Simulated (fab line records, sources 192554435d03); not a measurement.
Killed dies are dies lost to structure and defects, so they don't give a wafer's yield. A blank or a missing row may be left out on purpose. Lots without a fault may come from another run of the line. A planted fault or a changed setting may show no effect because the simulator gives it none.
Chamber matching | flow n5_finfet | N5_STI_FIN_REVEAL_ALD_14 on ald_sin-04: 4 sister chambers
The step deposits Si3N4, target thk 3 nm. 7 wafers are shown with their chamber, then 8 later ones without.

WAFERS WITH THEIR CHAMBER
wafer  | chamber | heater_power_w (W) | heater_power_outer_w (W)
L078.5 | 0       | 628                | 378
L087.2 | 2       | 1012               | 651
L087.5 | 1       | 872                | 526
L088.2 | 3       | 710                | 451
L088.3 | 2       | 1002               | 661
L088.5 | 3       | 700                | 454
L091.1 | 1       | 858                | 522

WAFERS WITHOUT THEIR CHAMBER
wafer  | heater_power_w (W) | heater_power_outer_w (W)
L091.3 | 647                | 380
L091.6 | 862                | 533
L093.3 | 1023               | 663
L093.5 | 862                | 526
L093.6 | 643                | 380
L097.1 | 846                | 526
L097.2 | 1001               | 670
L097.6 | 877                | 522

WHICH CHAMBER EACH WENT THROUGH
wafer  | from the rows above | in truth
L091.3 | 0                   | 0
L091.6 | 1                   | 1
L093.3 | 2                   | 2
L093.5 | 1                   | 1
L093.6 | 0                   | 0
L097.1 | 1                   | 1
L097.2 | 2                   | 2
L097.6 | 1                   | 1
Placed correctly: 8 of 8. Can't be placed from these rows: 0. Placed wrongly: 0.
How it was worked out, from the rows above alone: a wafer's distance from a chamber is the root of the sum, over the readings, of the square of ((its reading less the chamber's mean) divided by the reading's scatter). The wafer belongs to the nearest chamber; if the next one is less than 2 further off, it can't be placed. A chamber's mean is the mean of its shown wafers. The scatter: the root of (the sum of the squares of (reading less its chamber's mean) over the shown wafers, divided by (wafers less chambers)).
